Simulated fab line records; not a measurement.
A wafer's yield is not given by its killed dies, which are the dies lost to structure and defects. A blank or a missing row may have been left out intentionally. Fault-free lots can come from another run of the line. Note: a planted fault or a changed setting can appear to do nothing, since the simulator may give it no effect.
Split-lot experiment + flow n5 finfet + route with 1938 steps; 7 lots, 21 wafers read

THE SPLIT
At N5_FIN_SAQP_COAT_68 (time 60 s, resist thk 100 nm), the setting spin rpm was moved away from the recipe's 1500 rpm on 10 of the 21 wafers read, by -10.8% to +9.7%. For the rest of the wafers, this setting stayed at what the recipe calls for.

Reading taken at the split's own step.

THE READING
SOC_of_FIN_SAQP_COAT_68.thk nm (the simulator's own value, which no gauge read), in nm, at N5_FIN_SAQP_COAT_68 (time 60 s, resist thk 100 nm). The file does not state a usual value for it. Average 99.8 nm, standard deviation 0.2 nm, over the 11 wafers here run with the recipe.

| wafer  | tool, chamber at the split | spin rpm as run, rpm | against the recipe | SOC_of_FIN_SAQP_COAT_68.thk nm, nm | against lot-mates on the recipe |
|--------|----------------------------|----------------------|--------------------|------------------------------------|---------------------------------|
| L077.1 | litho track-02, 0          | 1338                 | -10.8%             | 105.6                              | no lot-mate on the recipe       |
| L077.2 | litho track-02, 0          | 1338                 | -10.8%             | 106                                | no lot-mate on the recipe       |
| L077.5 | litho track-02, 0          | 1338                 | -10.8%             | 106                                | no lot-mate on the recipe       |
| L078.1 | litho track-02, 0          | 1500                 | recipe             | 99.4                               | -                               |
| L078.5 | litho track-02, 0          | 1500                 | recipe             | 99.6                               | -                               |
| L078.6 | litho track-02, 0          | 1550                 | +3.3%              | 98                                 | -1.5                            |
| L081.3 | litho track-04, 0          | 1500                 | recipe             | 99.8                               | -                               |
| L081.4 | litho track-04, 0          | 1500                 | recipe             | 99.8                               | -                               |
| L081.5 | litho track-04, 0          | 1500                 | recipe             | 100                                | -                               |
| L083.1 | litho track-02, 0          | 1421                 | -5.3%              | 102.6                              | +2.8                            |
| L083.3 | litho track-02, 0          | 1421                 | -5.3%              | 102.6                              | +2.8                            |
| L083.4 | litho track-02, 0          | 1500                 | recipe             | 99.8                               | -                               |
| L087.2 | litho track-01, 0          | 1379                 | -8.1%              | 103.6                              | +3.8                            |
| L087.3 | litho track-01, 0          | 1500                 | recipe             | 99.8                               | -                               |
| L087.4 | litho track-01, 0          | 1500                 | recipe             | 99.8                               | -                               |
| L091.3 | litho track-04, 0          | 1646                 | +9.7%              | 95.2                               | -5.0                            |
| L091.4 | litho track-04, 0          | 1646                 | +9.7%              | 95.4                               | -4.8                            |
| L091.6 | litho track-04, 0          | 1500                 | recipe             | 100.2                              | -                               |
| L096.2 | litho track-01, 0          | 1500                 | recipe             | 99.8                               | -                               |
| L096.3 | litho track-01, 0          | 1500                 | recipe             | 100                                | -                               |
| L096.5 | litho track-01, 0          | 1645                 | +9.7%              | 95.4                               | -4.5                            |

FIT RESULTS
A straight line over all 21 wafers: SOC_of_FIN_SAQP_COAT_68.thk nm changes by -0.51 nm for each +1% of spin rpm; r = -1.00; the points scatter about the line by 0.31 nm.
The same after taking each lot's own level away (the mean of its wafers on the recipe; 18 wafers): -0.493 nm for each +1%; r = -1.00; scatter 0.14 nm.
That fit puts the effect of the largest move of spin rpm on the reading at 5.3 nm.
From 99.50 to 100.20 nm: that is the span of the lots' own levels, equal to 3.5 times the standard deviation above.
Hence the lot-to-lot level has little effect on the slope; both slopes agree.
Check: -4.7 nm against its lot-mates is what the line predicts for one of the wafers moved furthest among these (+9.7%) when that wafer is left out of the fit. Against them it came out at -5 nm.

OTHER SPLITS APPLIED TO THESE WAFERS
Other splits were also applied to these wafers ahead of the reading. Each is held against what the fit with the lots' levels taken away leaves over:
| other split on the same wafers | wafers away from the commonest value | r with SOC_of_FIN_SAQP_COAT_68.thk nm (lot level and that fit taken away) |
|--------------------------------|--------------------------------------|---------------------------------------------------------------------------|
| N5_FIN_SAQP_HM_DEP_03 time s   | 8                                    | -0.15                                                                     |

FILE'S OWN FIT
SOC_of_FIN_SAQP_COAT_68.thk nm changes by -0.485 nm for each +1% of spin rpm, r = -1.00.
